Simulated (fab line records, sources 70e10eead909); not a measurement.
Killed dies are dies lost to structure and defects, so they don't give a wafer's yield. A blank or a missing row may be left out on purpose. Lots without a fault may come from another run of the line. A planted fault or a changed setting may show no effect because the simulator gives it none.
fab line records | flow nand_harc
record lots=24 wafers=72 last_day=25
route steps=1159 shown P_GATE@151 P_CONTACT@217 P_M1@303
lots that met no fault: from a run of the same line without faults
start_h: hours from the record's first day to the start of the lot's first wafer shown | wait_h: hours since the lot's step before | " the same as in the row above | L1.1+2: a row that stands for several wafers | - no value, or no start given | * or withheld: withheld | < > ~ a bound
route shown NAME@n: a module of which the file shows steps, and the number in the route of the first | usual: mean/standard deviation of fault-free wafers | same: alike in all rows | chamber/n: place in a boat | sites: the reading at each site | _std_site: their standard deviation | _edge_site: outer sites' mean less inner sites' | radius_mm: how far each site lies from the wafer's centre | mask NAME#n: copy n | behind: the tool/chamber that last shaped the wafer | hold: why the lot was held/for how many hours/how that ended | device: the transistor (n, p or np) that didn't switch | end of line: the same wafers' tests at the end of the route | a step without rows: its recipe alone | killed: dies lost to structure and defects at the first sort, not the wafer's yield | map: a wafer's dies, x killed, . not, _ none there
set.NAME: the setting as run; set.NAME@STEP: as run at that earlier step | model.NAME: the simulator's own value behind a step, which no gauge read
steps of the route over a sample of lots; a table a step, a row a wafer
services: from which hour (start_h, from the record's first day; less than 0 if before it) a tool's chamber was out of use, for how many hours, and why
## steps
# step NHARC_P_GATE_CD_MEAS_33
# usual cd_nm=119/3.4
# columns lot.wafer tool chamber start_h wait_h cd_nm
L074.1 cd_sem-02 - 93.39 - 125
L074.2 " - " " 120
L074.5 " - " " 120
L075.1 cd_sem-01 - 93.67 0.2 121
L075.4 " - " " 117
L075.6 " - " " 120
L076.3 cd_sem-01 - 105.46 0.2 119
L076.4 " - " " 114
L076.5 " - " " 115
L077.4 cd_sem-01 - 105.74 - 117
L077.5 " - " " 119
L077.6 " - " " 116
L079.1 cd_sem-02 - 113.92 - 116
L079.4 " - " " 121
L079.5 " - " " 119
L078.1 cd_sem-03 - 113.97 - 123
L078.3 " - " " 125
L078.4 " - " " 126
L081.1 cd_sem-01 - 131.08 - 120
L081.3 " - " " 119
L081.6 " - " " 122
L080.1 cd_sem-02 - 131.47 - 119
L080.3 " - " " 116
L080.4 " - " " 121
L082.1 cd_sem-01 - 142.10 - 118
L082.2 " - " " 121
L082.4 " - " " 128
L083.1 cd_sem-02 - 142.82 - 123
L083.2 " - " " 127
L083.4 " - " " 122
L084.4 cd_sem-03 - 153.63 - 120
L084.5 " - " " 122
L084.6 " - " " 119
L085.1 cd_sem-03 - 153.72 - 115
L085.4 " - " " 116
L085.5 " - " " 115
L088.1 cd_sem-01 - 170.78 - 121
L088.3 " - " " 115
L088.5 " - " " 120
L086.1 cd_sem-03 - 170.87 - 117
L086.3 " - " " 122
L086.5 " - " " 120
L087.1 cd_sem-02 - 170.94 - 118
L087.5 " - " " 116
L087.6 " - " " 117
L089.1 cd_sem-01 - 188.50 - 121
L089.2 " - " " 116
L089.6 " - " " 122
L090.1 cd_sem-02 - 189.31 - 120
L090.3 " - " " 116
L090.6 " - " " 116
L091.4 cd_sem-03 - 194.04 - 125
L091.5 " - " " 120
L091.6 " - " " 122
L092.1 cd_sem-02 - 194.60 - 117
L092.2 " - " " 125
L092.3 " - " " 122
L093.2 cd_sem-01 - 201.34 - 116
L093.3 " - " " 118
L093.6 " - " " 120
L094.2 cd_sem-01 - 209.03 - 116
L094.4 " - " " 120
L094.5 " - " " 117
L095.3 cd_sem-02 - 216.12 - 117
L095.5 " - " " 118
L095.6 " - " " 118
L096.1 cd_sem-01 - 223.68 - 111
L096.2 " - " " 121
L096.3 " - " " 112
L097.3 cd_sem-03 - 223.84 - 118
L097.4 " - " " 120
L097.6 " - " " 113
# step NHARC_P_GATE_DESCUM_48
# recipe time_s=3 o2_flow_sccm=200 ar_flow_sccm=0 bias_power_w=0 chemistry=O2
# usual drypump_motor_current_A=5.8/0.49 mfc_ar_sccm=0.015/0.012 oes_product_au=1.002/0.01 rf_vpp_V=57.8/0.89 showerhead_plenum_p_Torr=1.93/0.071 throttle_valve_pct=11.312/0.0083
# columns lot.wafer tool chamber start_h wait_h drypump_motor_current_A mfc_ar_sccm oes_product_au rf_hours_counter_h rf_vpp_V showerhead_plenum_p_Torr throttle_valve_pct
L074.1 rie_diel-07 0 104.44 - 5.5 0.017 1.012 12 56.5 2.00 11.323
L074.2 " 2 " " 6.0 0.039 1.014 14 57.5 1.94 11.316
L074.5 " 3 " " 6.2 0 0.982 - 57.1 2.03 11.309
L075.1 rie_diel-04 3 104.83 - 6.6 0 1.007 34 58.7 2.01 11.309
L075.4 " 3 " " 6.5 0 1.006 - 59.3 2.01 11.321
L075.6 " 2 " " 5.8 0.022 0.992 - 57.5 1.87 11.312
L077.4 rie_diel-02 0 117.02 - 6.0 0 0.996 46 57.3 1.85 11.306
L077.5 " 3 " " 5.3 0.028 0.994 - 56.9 1.90 11.321
L077.6 " 0 " " 6.0 0 0.993 - 59.4 1.85 11.322
L076.4 rie_diel-02 3 117.76 - 5.3 0.028 1.014 43 56.5 1.90 11.316
L076.3 " 1 " " 6.2 0.018 1.017 49 57.3 1.91 11.315
L076.5 " 3 " " 5.3 0.028 1.007 - 58.0 1.90 11.309
L078.4 rie_diel-07 0 124.99 - 5.5 0.017 0.997 19 58.6 2.00 11.310
L078.3 " 1 " " 5.6 0 1.020 18 59.7 1.98 11.310
L078.1 " 3 " " 6.2 0 0.995 20 59.5 2.03 11.320
L079.4 rie_diel-04 1 125.15 - 5.7 0.016 1.000 0 57.6 1.98 11.303
L079.1 " 2 " " 5.7 0.022 0.985 0 58.5 1.87 11.312
L079.5 " 1 " " 5.7 0.016 0.991 - 58.7 1.98 11.321
L081.3 rie_diel-04 3 142.33 - 6.6 0 1.003 5 58.9 2.01 11.312
L081.1 " 0 " " 4.8 0.027 1.002 5 58.0 1.81 11.309
L081.6 " 3 " " 6.6 0 1.002 - 57.6 2.01 11.311
L080.1 rie_diel-02 3 142.61 - 5.3 0.028 1.007 48 57.9 1.90 11.300
L080.4 " 0 " " 6.0 0 0.998 55 57.9 1.85 11.302
L080.3 " 1 " " 6.2 0.018 1.010 57 58.7 1.91 11.310
L082.2 rie_diel-04 3 153.60 - 6.6 0 1.018 8 58.0 2.01 11.315
L082.4 " 0 " " 4.8 0.027 0.989 8 56.1 1.81 11.297
L082.1 " 1 " " 5.7 0.016 1.009 8 56.3 1.98 11.299
L083.1 rie_diel-04 0 154.36 - 4.9 0.027 0.987 8 57.1 1.81 11.312
L083.4 " 1 " " 5.7 0.016 1.009 8 58.3 1.98 11.323
L083.2 " 2 " " 5.8 0.022 0.993 8 59.0 1.86 11.313
L084.4 rie_diel-04 0 164.55 - 4.8 0.027 0.994 12 56.3 1.81 11.320
L084.5 " 0 " " 4.9 0.027 1.004 - 56.4 1.81 11.313
L084.6 " 1 " " 5.7 0.016 1.008 - 58.4 1.98 11.322
L085.4 rie_diel-04 2 164.85 - 5.8 0.022 1.004 11 58.7 1.86 11.317
L085.1 " 3 " " 6.5 0 1.006 12 58.2 2.01 11.309
L085.5 " 3 " " 6.5 0 1.003 - 57.3 2.01 11.312
L088.1 rie_diel-04 2 181.95 - 5.7 0.022 0.995 15 58.5 1.86 11.296
L088.3 " 3 " " 6.5 0 0.993 15 59.1 2.00 11.320
L088.5 " 3 " " 6.6 0 1.004 - 57.8 2.00 11.299
L086.3 rie_diel-07 2 182.11 - 5.9 0.039 1.020 47 58.3 1.93 11.303
L086.1 " 0 " " 5.5 0.017 0.988 40 58.8 1.99 11.310
L086.5 " 2 " " 5.9 0.039 1.018 - 57.9 1.93 11.313
L087.1 rie_diel-02 0 182.15 - 6.0 0 1.008 9 56.6 1.85 11.313
L087.5 " 2 " " 5.8 0.016 1.009 - 58.5 1.95 11.300
L087.6 " 3 " " 5.3 0.028 1.000 - 56.8 1.89 11.301
L089.2 rie_diel-04 1 199.66 - 5.7 0.016 1.006 20 56.9 1.97 11.307
L089.1 " 0 " " 4.8 0.027 0.998 18 57.6 1.81 11.312
L089.6 " 1 " " 5.7 0.016 1.000 - 57.1 1.97 11.316
L090.1 rie_diel-07 2 200.46 - 5.9 0.039 1.001 53 57.5 1.92 11.322
L090.3 " 3 " " 6.2 0 0.986 54 57.4 2.02 11.328
L090.6 " 2 " " 5.9 0.039 1.012 - 57.7 1.92 11.317
L091.4 rie_diel-04 0 205.90 - 4.8 0.027 0.991 19 57.3 1.81 11.305
L091.5 " 3 " " 6.6 0 0.993 - 57.5 2.00 11.322
L091.6 " 0 " " 4.8 0.027 0.990 - 56.8 1.81 11.318
L092.3 rie_diel-04 3 206.65 - 6.5 0 1.005 21 58.8 2.00 11.321
L092.1 " 1 " " 5.7 0.016 1.000 21 58.9 1.97 11.315
L092.2 " 2 " " 5.7 0.022 1.000 21 58.3 1.86 11.311
L093.3 rie_diel-07 2 212.47 - 5.9 0.039 1.016 59 58.3 1.92 11.325
L093.2 " 3 " " 6.2 0 1.009 59 57.5 2.02 11.307
L093.6 " 3 " " 6.2 0 1.003 - 59.1 2.02 11.327
L094.4 rie_diel-07 1 220.19 - 5.7 0 1.014 58 58.9 1.96 11.306
L094.2 " 3 " " 6.2 0 1.003 61 57.9 2.02 11.311
L094.5 " 1 " " 5.6 0 1.035 - 57.2 1.96 11.310
L095.3 rie_diel-02 1 227.27 - 6.2 0.018 0.989 27 56.2 1.90 11.309
L095.6 " 3 " " 5.3 0.028 0.986 - 57.4 1.89 11.304
L095.5 " 0 " " 6.0 0 1.010 - 58.3 1.84 11.311
L096.2 rie_diel-02 0 234.99 - 6.0 0 1.007 29 57.7 1.84 11.313
L096.3 " 1 " " 6.2 0.018 1.000 29 57.0 1.90 11.316
L096.1 " 2 " " 5.7 0.016 1.002 29 58.0 1.94 11.312
L097.4 rie_diel-04 0 235.07 - 4.8 0.027 0.994 23 57.8 1.81 11.313
L097.3 " 2 " " 5.8 0.022 0.992 24 57.0 1.86 11.303
L097.6 " 0 " " 4.8 0.027 0.998 - 59.2 1.81 11.319
# step NHARC_P_GATE_DESCUM_61
# recipe time_s=3 o2_flow_sccm=200 ar_flow_sccm=0 bias_power_w=0 chemistry=O2
# usual drypump_motor_current_A=5.7/0.49 mfc_ar_sccm=0.016/0.012 oes_product_au=1.000/0.012 rf_vpp_V=57.9/0.83 showerhead_plenum_p_Torr=1.93/0.072 throttle_valve_pct=11.310/0.0087
# columns lot.wafer tool chamber start_h wait_h drypump_motor_current_A mfc_ar_sccm oes_product_au rf_hours_counter_h rf_vpp_V showerhead_plenum_p_Torr throttle_valve_pct
L074.1 rie_diel-04 3 106.26 - 6.5 0 0.992 34 57.1 2.01 11.315
L074.2 " 0 " " 4.9 0.027 1.003 33 59.8 1.81 11.313
L074.5 " 2 " " 5.7 0.022 0.996 - 58.5 1.87 11.313
L075.1 rie_diel-04 3 106.62 - 6.6 0 0.994 34 57.4 2.01 11.304
L075.4 " 3 " " 6.6 0 1.010 - 58.1 2.01 11.309
L075.6 " 0 " " 4.8 0.027 0.997 - 58.4 1.81 11.320
L077.4 rie_diel-07 2 118.77 - 5.9 0.039 1.009 18 57.9 1.93 11.307
L077.6 " 2 " " 5.9 0.039 1.011 - 56.6 1.93 11.319
L077.5 " 3 " " 6.2 0 0.989 - 58.3 2.03 11.306
L076.3 rie_diel-02 2 119.52 - 5.8 0.016 0.965 45 59.7 1.95 11.315
L076.4 " 3 " " 5.2 0.028 0.994 44 57.9 1.90 11.321
L076.5 " 2 " " 5.8 0.016 0.963 - 59.1 1.95 11.292
L078.3 rie_diel-02 0 126.62 - 6.0 0 0.995 49 55.8 1.85 11.297
L078.1 " 2 " " 5.7 0.016 0.979 47 57.8 1.95 11.309
L078.4 " 2 " " 5.7 0.016 0.992 - 56.6 1.95 11.308
L079.1 rie_diel-07 3 126.94 - 6.2 0 0.997 21 59.1 2.03 11.325
L079.4 " 0 " " 5.5 0.017 1.012 19 59.3 2.00 11.311
L079.5 " 1 " " 5.6 0 1.018 - 58.7 1.98 11.317
L081.1 rie_diel-02 0 143.97 - 6.0 0 0.982 56 55.6 1.85 11.310
L081.3 " 1 " " 6.2 0.018 1.008 58 58.4 1.91 11.310
L081.6 " 0 " " 6.0 0 0.997 - 57.5 1.85 11.315
L080.3 rie_diel-02 2 144.47 - 5.7 0.016 0.983 51 57.9 1.95 11.308
L080.4 " 3 " " 5.3 0.028 0.996 50 56.6 1.89 11.303
L080.1 " 1 " " 6.2 0.018 1.008 58 57.8 1.91 11.304
L082.2 rie_diel-04 0 155.53 - 4.8 0.027 0.976 9 57.2 1.81 11.327
L082.4 " 1 " " 5.7 0.016 1.016 9 58.3 1.98 11.308
L082.1 " 3 " " 6.6 0 1.005 9 57.8 2.01 11.295
L083.1 rie_diel-04 1 156.10 - 5.7 0.016 1.021 9 57.6 1.98 11.312
L083.4 " 2 " " 5.8 0.022 0.990 9 57.2 1.86 11.292
L083.2 " 3 " " 6.5 0 1.013 9 57.4 2.01 11.311
L084.4 rie_diel-04 2 166.20 - 5.8 0.022 0.999 12 58.3 1.86 11.323
L084.6 " 1 " " 5.7 0.016 0.997 - 57.0 1.97 11.322
L084.5 " 2 " " 5.8 0.022 0.998 - 57.3 1.86 11.311
L085.4 rie_diel-04 1 167.05 - 5.7 0.016 1.002 12 57.9 1.97 11.306
L085.1 " 3 " " 6.6 0 1.006 12 58.1 2.01 11.307
L085.5 " 2 " " 5.8 0.022 1.002 - 56.8 1.86 11.296
L088.1 rie_diel-07 1 183.62 - 5.6 0 1.029 43 58.9 1.97 11.297
L088.3 " 2 " " 5.9 0.039 1.025 47 56.6 1.93 11.315
L088.5 " 0 " " 5.5 0.017 0.999 - 58.1 1.99 11.303
L086.1 rie_diel-07 3 183.85 - 6.2 0 1.004 47 57.7 2.02 11.309
L086.3 " 0 " " 5.5 0.017 0.986 40 58.4 1.99 11.309
L086.5 " 0 " " 5.5 0.017 0.991 - 59.6 1.99 11.300
L087.1 rie_diel-07 0 184.09 - 5.5 0.017 0.989 40 58.1 1.99 11.311
L087.5 " 3 " " 6.2 0 1.000 - 59.0 2.02 11.301
L087.6 " 0 " " 5.5 0.017 1.000 - 58.3 1.99 11.310
L089.2 rie_diel-04 2 201.49 - 5.8 0.022 1.001 20 57.1 1.86 11.308
L089.1 " 0 " " 4.8 0.027 0.984 19 57.2 1.81 11.299
L089.6 " 2 " " 5.8 0.022 1.019 - 56.8 1.86 11.317
L090.3 rie_diel-04 3 202.23 - 6.5 0 0.993 21 57.9 2.00 11.320
L090.1 " 0 " " 4.9 0.027 0.988 19 58.3 1.81 11.323
L090.6 " 2 " " 5.8 0.022 1.003 - 57.8 1.86 11.321
L091.4 rie_diel-04 0 207.53 - 4.8 0.027 0.991 19 57.5 1.81 11.331
L091.5 " 0 " " 4.8 0.027 0.988 - 58.2 1.81 11.299
L091.6 " 1 " " 5.7 0.016 0.995 - 56.9 1.97 11.294
L092.1 rie_diel-04 3 208.42 - 6.5 0 0.997 21 58.0 2.00 11.321
L092.3 " 0 " " 4.8 0.027 0.985 19 57.6 1.81 11.305
L092.2 " 1 " " 5.7 0.016 0.995 22 58.2 1.97 11.312
L093.2 rie_diel-04 0 214.11 - 4.8 0.027 0.996 20 57.8 1.81 11.312
L093.3 " 3 " " 6.5 0 1.007 22 59.6 2.00 11.315
L093.6 " 0 " " 4.8 0.027 0.989 - 57.3 1.81 11.322
L094.4 rie_diel-07 2 221.83 - 5.9 0.039 1.009 61 58.1 1.92 11.308
L094.2 " 3 " " 6.2 0 1.000 61 56.8 2.02 11.294
L094.5 " 1 " " 5.6 0 1.015 - 57.8 1.96 11.297
L095.3 rie_diel-04 2 228.87 - 5.8 0.022 1.008 23 57.7 1.86 11.300
L095.5 " 2 " " 5.8 0.022 1.008 - 58.4 1.86 11.325
L095.6 " 3 " " 6.6 0 1.005 - 57.9 2.00 11.310
L096.2 rie_diel-04 1 236.74 - 5.7 0.016 1.000 25 58.0 1.97 11.313
L096.1 " 2 " " 5.8 0.022 0.993 25 57.8 1.86 11.310
L096.3 " 3 " " 6.6 0 1.008 25 58.9 2.00 11.313
L097.4 rie_diel-04 2 236.91 - 5.8 0.022 0.992 25 57.5 1.86 11.316
L097.3 " 3 " " 6.5 0 0.994 25 57.4 2.00 11.293
L097.6 " 0 " " 4.8 0.027 0.992 - 57.0 1.81 11.315
# step NHARC_P_CONTACT_DEP_30
# recipe target_thk_a=300 temp_c=400 target_thk_nm=30 flow_sccm=200 rf_w=450 material=SiNx
# usual heater_power_w=687/74 susceptor_temp_C=399.96/0.22
# columns lot.wafer tool chamber start_h wait_h heater_power_w susceptor_temp_C
L074.1 pecvd-03 2 111.03 0.1 667 399.89
L074.2 " 0 " " 671 400.40
L074.5 " 0 " " 668 399.90
L075.1 pecvd-04 0 111.99 0.1 702 399.84
L075.4 " 0 " " 714 400.04
L075.6 " 2 " " 793 400.03
L077.6 pecvd-01 1 123.61 0.2 712 399.96
L077.5 " 2 " " 646 399.93
L077.4 " 0 " " 599 399.57
L076.3 pecvd-03 2 124.48 0.3 647 399.52
L076.4 " 0 " " 527 399.92
L076.5 " 1 " " 652 399.81
L078.1 pecvd-04 1 131.27 0.1 591 399.85
L078.3 " 2 " " 845 400.18
L078.4 " 0 " " 714 399.48
L079.1 pecvd-03 2 131.68 0.1 757 400.31
L079.4 " 0 " " 622 400.42
L079.5 " 2 " " 752 399.83
L081.1 pecvd-01 2 148.73 0.1 635 400.02
L081.3 " 0 " " 640 399.79
L081.6 " 0 " " 623 399.99
L080.1 pecvd-04 0 149.48 0.1 596 399.83
L080.3 " 0 " " 586 399.66
L080.4 " 1 " " 639 399.94
L082.1 pecvd-04 2 160.24 0.1 792 400.30
L082.2 " 0 " " 612 400.05
L082.4 " 0 " " 635 399.72
L083.1 pecvd-03 0 160.86 0.1 609 399.81
L083.2 " 2 " " 723 400.01
L083.4 " 0 " " 601 400.07
L084.4 pecvd-03 0 171.08 0.2 654 400.09
L084.6 " 1 " " 763 399.49
L084.5 " 2 " " 637 399.92
L085.1 pecvd-01 0 171.80 0.1 641 399.99
L085.5 " 2 " " 705 399.95
L085.4 " 1 " " 707 399.82
L088.1 pecvd-03 0 188.39 0.1 650 399.80
L088.3 " 1 " " 799 400.00
L088.5 " 2 " " 715 400.01
L086.3 pecvd-04 2 189.50 0.1 811 400.11
L086.1 " 1 " " 654 399.56
L086.5 " 1 " " 631 399.88
L087.1 pecvd-01 2 190.29 0.1 727 400.08
L087.5 " 1 " " 720 400.05
L087.6 " 0 " " 602 399.96
L089.2 pecvd-01 2 206.19 0.1 762 400.32
L089.1 " 0 " " 620 400.22
L089.6 " 0 " " 627 400.07
L090.3 pecvd-03 0 207.02 0.1 612 400.01
L090.1 " 1 " " 759 400.20
L090.6 " 0 " " 596 400.00
L091.4 pecvd-01 1 212.73 0.2 703 400.07
L091.6 " 2 " " 684 399.31
L091.5 " 0 " " 561 400.17
L092.3 pecvd-03 1 213.02 0.1 741 399.88
L092.2 " 2 " " 751 400.18
L092.1 " 0 " " 627 399.86
L093.3 pecvd-01 2 218.94 0.1 656 400.21
L093.2 " 1 " " 780 400.28
L093.6 " 1 " " 778 400.52
L094.2 pecvd-01 2 226.45 0.1 676 399.75
L094.5 " 2 " " 679 399.29
L094.4 " 0 " " 613 400.35
L095.3 pecvd-01 2 233.53 0.1 737 399.85
L095.6 " 1 " " 823 399.79
L095.5 " 2 " " 750 399.92
L096.2 pecvd-04 0 241.74 0.1 706 400.21
L096.1 " 1 " " 623 400.04
L096.3 " 2 " " 844 399.85
L097.3 pecvd-03 1 242.15 0.2 677 399.71
L097.6 " 0 " " 564 400.14
L097.4 " 2 " " 646 399.96
# step NHARC_P_CONTACT_CMP_01
# recipe target_thk_nm=200 material=SiO2
# usual motor_current_A=12.0/1.2
# columns lot.wafer tool chamber start_h wait_h motor_current_A
L074.2 cmp-03 0 111.72 - 11.9
L074.1 " 2 " " 11.0
L074.5 " 3 " " 14.1
L075.1 cmp-03 2 112.71 - 11.5
L075.4 " 1 " " 12.8
L075.6 " 3 " " 13.7
L077.4 cmp-01 2 124.20 - 12.4
L077.6 " 2 " " 12.9
L077.5 " 3 " " 9.8
L076.3 cmp-02 0 125.19 - 11.0
L076.4 " 3 " " 10.1
L076.5 " 0 " " 10.7
L078.4 cmp-03 1 131.98 - 12.4
L078.1 " 2 " " 11.1
L078.3 " 0 " " 12.0
L079.1 cmp-01 3 132.34 - 10.3
L079.4 " 1 " " 11.6
L079.5 " 2 " " 12.2
L081.1 cmp-03 2 149.40 - 11.7
L081.3 " 3 " " 14.1
L081.6 " 3 " " 13.4
L080.1 cmp-01 1 150.44 0.5 11.6
L080.4 " 2 " " 12.0
L080.3 " 0 " " 12.2
L082.4 cmp-01 2 160.95 - 12.4
L082.2 " 3 " " 10.2
L082.1 " 0 " " 13.4
L083.1 cmp-01 0 161.57 - 12.5
L083.4 " 1 " " 11.9
L083.2 " 2 " " 11.9
L084.4 cmp-01 0 171.70 - 12.8
L084.5 " 3 " " 9.9
L084.6 " 0 " " 13.4
L085.4 cmp-02 3 172.50 - 10.4
L085.1 " 0 " " 10.2
L085.5 " 2 " " 12.9
L088.1 cmp-01 2 189.12 - 12.7
L088.3 " 0 " " 13.1
L088.5 " 1 " " 11.5
L086.1 cmp-03 0 190.24 - 11.5
L086.3 " 1 " " 13.4
L086.5 " 1 " " 13.3
L087.1 cmp-03 3 190.99 - 14.5
L087.5 " 2 " " 12.1
L087.6 " 3 " " 14.0
L089.1 cmp-01 1 206.89 - 11.4
L089.2 " 2 " " 11.9
L089.6 " 0 " " 13.2
L090.3 cmp-01 0 207.75 - 13.0
L090.1 " 2 " " 12.2
L090.6 " 0 " " 13.2
L091.4 cmp-03 1 213.40 - 12.9
L091.6 " 2 " " 11.5
L091.5 " 3 " " 14.0
L092.2 cmp-01 3 213.73 - 9.7
L092.1 " 0 " " 12.8
L092.3 " 1 " " 11.2
L093.2 cmp-01 2 219.66 - 12.3
L093.3 " 1 " " 11.6
L093.6 " 3 " " 10.2
L094.2 cmp-03 0 227.15 - 12.1
L094.4 " 2 " " 11.3
L094.5 " 3 " " 14.2
L095.3 cmp-03 2 234.17 - 11.0
L095.5 " 2 " " 11.8
L095.6 " 3 " " 14.3
L096.2 cmp-03 3 242.45 - 14.7
L096.1 " 0 " " 11.2
L096.3 " 1 " " 12.5
L097.4 cmp-02 0 242.88 - 10.9
L097.3 " 1 " " 12.1
L097.6 " 3 " " 11.0
# step NHARC_P_M1_ETCH_28
# recipe target_depth_a=300 over_etch_frac=0.3 time_s=72.99 ion_energy_ev=150 cf4_flow_sccm=50 n2_flow_sccm=100 ar_flow_sccm=150 rf_w=300 bias_w=100 chemistry=CF4/N2
# usual drypump_motor_current_A=5.6/0.39 mfc_ar_sccm=150.0/0.44 oes_product_au=1.000/0.013 rf_vpp_V=314.3/2 showerhead_plenum_p_Torr=2.64/0.1 throttle_valve_pct=19.795/0.0099
# columns lot.wafer tool chamber start_h wait_h drypump_motor_current_A mfc_ar_sccm oes_product_au rf_hours_counter_h rf_vpp_V showerhead_plenum_p_Torr throttle_valve_pct
L074.1 rie_diel-11 0 - - 5.4 150.1 1.024 7 316.6 2.75 19.798
L074.2 " 1 " " 5.2 150.3 1.009 8 315.5 2.65 19.805
L074.5 " 3 " " 5.4 149.7 1.009 - 314.8 2.67 19.802
L075.1 rie_diel-05 0 - - 5.9 149.9 1.018 3 314.3 2.67 19.801
L075.4 " 1 " " 5.5 150.2 0.980 3 312.8 2.50 19.781
L075.6 " 0 " " 5.9 150.0 1.020 - 315.1 2.67 19.793
L077.4 rie_diel-03 2 - - 5.7 149.2 0.979 5 313.8 2.58 19.802
L077.6 " 2 " " 5.8 149.9 0.994 - 312.9 2.59 19.798
L077.5 " 3 " " 5.7 150.5 0.995 - 311.1 2.49 19.811
L076.3 rie_diel-03 2 - - 5.8 150.3 0.972 5 314.5 2.58 19.789
L076.4 " 1 " " 5.3 150.2 1.004 6 314.6 2.62 19.816
L076.5 " 2 " " 5.8 149.5 0.976 - 312.4 2.59 19.807
L078.3 rie_diel-05 3 - - 5.1 150.0 1.009 3 316.8 2.80 19.776
L078.1 " 0 " " 5.9 150.7 1.023 3 314.4 2.67 19.809
L078.4 " 3 " " 5.1 149.7 1.000 - 317.2 2.80 19.788
L079.1 rie_diel-11 3 - - 5.4 150.5 0.995 10 314.4 2.67 19.800
L079.4 " 2 " " 5.6 149.3 1.003 9 317.1 2.71 19.817
L079.5 " 3 " " 5.4 149.4 0.999 - 315.1 2.67 19.809
L081.1 rie_diel-05 0 - - 5.9 149.9 1.016 4 314.0 2.67 19.791
L081.3 " 2 " " 6.3 150.1 1.002 4 311.5 2.51 19.795
L081.6 " 3 " " 5.1 149.9 1.004 - 318.0 2.80 19.777
L080.4 rie_diel-11 1 - - 5.2 151.0 1.011 10 315.8 2.65 19.790
L080.3 " 2 " " 5.5 149.9 1.014 10 315.6 2.71 19.800
L080.1 " 0 " " 5.4 150.1 1.016 9 316.3 2.75 19.798
L082.2 rie_diel-05 0 - - 5.9 149.7 1.018 0 313.9 2.67 19.799
L082.1 " 2 " " 6.2 150.4 1.004 0 311.8 2.51 19.794
L082.4 " 3 " " 5.1 150.3 1.002 - 315.1 2.80 19.804
L083.1 rie_diel-03 0 - - 6.4 150.1 1.001 7 315.7 2.71 19.796
L083.4 " 2 " " 5.7 150.1 0.976 7 311.9 2.58 19.807
L083.2 " 3 " " 5.7 149.4 0.992 8 310.5 2.49 19.798
L084.4 rie_diel-03 0 - - 6.4 150.0 0.984 7 315.0 2.71 19.785
L084.5 " 1 " " 5.2 150.6 0.993 - 313.4 2.62 19.796
L084.6 " 2 " " 5.7 149.2 0.976 - 313.3 2.58 19.786
L085.4 rie_diel-03 2 - - 5.7 149.5 0.984 7 314.3 2.58 19.779
L085.1 " 0 " " 6.4 150.0 0.989 7 316.7 2.71 19.788
L085.5 " 3 " " 5.7 149.9 0.994 - 312.0 2.49 19.789
L088.1 rie_diel-11 0 - - 5.4 150.1 1.014 0 316.2 2.75 19.801
L088.3 " 2 " " 5.6 149.6 1.009 0 315.9 2.71 19.778
L088.5 " 0 " " 5.4 149.3 1.022 - 316.8 2.75 19.799
L086.3 rie_diel-03 2 - - 5.8 150.3 0.991 10 315.1 2.58 19.801
L086.1 " 0 " " 6.4 149.7 0.990 10 315.3 2.71 19.797
L086.5 " 2 " " 5.7 149.9 0.995 - 312.6 2.58 19.801
L087.1 rie_diel-05 2 - - 6.3 150.3 0.997 1 311.8 2.51 19.810
L087.5 " 2 " " 6.2 150.1 1.004 - 313.4 2.51 19.803
L087.6 " 3 " " 5.1 149.8 0.987 - 317.7 2.80 19.787
L089.1 rie_diel-11 3 - - 5.4 149.6 0.996 1 313.6 2.66 19.786
L089.2 " 1 " " 5.2 150.0 0.992 1 314.9 2.65 19.805
L089.6 " 2 " " 5.6 150.2 1.010 - 316.1 2.71 19.791
L090.3 rie_diel-05 3 - - 5.1 150.8 0.996 1 316.5 2.80 19.777
L090.1 " 0 " " 5.9 150.2 1.015 1 315.3 2.67 19.797
L090.6 " 0 " " 5.9 150.4 1.014 - 313.5 2.67 19.810
L091.4 rie_diel-05 0 - - 5.9 149.2 1.020 1 314.4 2.67 19.784
L091.5 " 0 " " 5.9 149.4 1.008 - 313.0 2.67 19.801
L091.6 " 1 " " 5.5 150.5 0.992 - 310.9 2.50 19.791
L092.1 rie_diel-05 3 - - 5.1 149.0 1.000 2 317.7 2.80 19.809
L092.2 " 1 " " 5.5 149.2 0.991 1 310.8 2.50 19.795
L092.3 " 2 " " 6.3 149.6 1.010 2 311.3 2.50 19.814
L093.2 rie_diel-05 0 - - 5.9 150.4 1.029 2 314.9 2.67 19.803
L093.3 " 3 " " 5.1 150.1 1.002 2 317.1 2.80 19.786
L093.6 " 3 " " 5.1 150.1 0.993 - 318.1 2.80 19.784
L094.2 rie_diel-05 1 - - 5.5 149.9 0.988 2 311.0 2.50 19.800
L094.4 " 0 " " 5.9 150.2 1.001 2 314.9 2.67 19.791
L094.5 " 2 " " 6.3 150.6 1.009 - 311.5 2.51 19.807
L095.3 rie_diel-05 1 - - 5.5 149.8 0.980 2 311.1 2.50 19.785
L095.6 " 1 " " 5.5 150.1 0.993 - 311.8 2.50 19.787
L095.5 " 2 " " 6.3 150.0 1.006 - 312.8 2.50 19.793
L096.1 rie_diel-05 0 - - 5.9 149.6 0.998 2 315.3 2.67 19.778
L096.2 " 1 " " 5.5 149.8 0.973 2 311.3 2.50 19.795
L096.3 " 3 " " 5.1 149.7 1.002 2 316.8 2.80 19.792
L097.3 rie_diel-11 2 - - 5.5 150.6 1.011 4 315.4 2.71 19.802
L097.4 " 3 " " 5.4 149.3 1.005 4 315.8 2.66 19.788
L097.6 " 3 " " 5.4 150.1 1.002 - 316.4 2.66 19.783
## services
# columns tool chamber start_h hours kind
cmp-01 - 81.50 4.0 pm
rie_diel-04 1 86.16 35.7 repair
rie_diel-04 2 109.67 10.2 repair
rie_diel-04 - 112.27 9.0 pm
rie_diel-05 3 114.35 2.7 repair
cmp-01 - 117.07 3.2 repair
rie_diel-02 3 123.35 4.3 repair
rie_diel-02 2 126.90 3.8 repair
rie_diel-02 3 129.39 6.6 repair
rie_diel-05 2 133.48 5.2 repair
cmp-01 - 133.97 3.2 repair
rie_diel-05 1 135.13 49.1 repair
cmp-01 - 140.08 0.4 repair
cmp-01 - 148.99 0.5 repair
rie_diel-02 - 150.90 9.0 pm
rie_diel-07 0 156.86 6.5 repair
cmp-03 - 156.93 4.0 pm
rie_diel-05 - 163.60 9.0 pm
rie_diel-04 0 177.00 7.6 repair
cmp-01 - 179.50 4.0 pm
rie_diel-02 1 193.72 2.0 repair
rie_diel-02 3 196.56 13.3 repair
rie_diel-05 2 227.71 5.5 repair
rie_diel-07 - 228.20 9.0 pm
## key
fault none
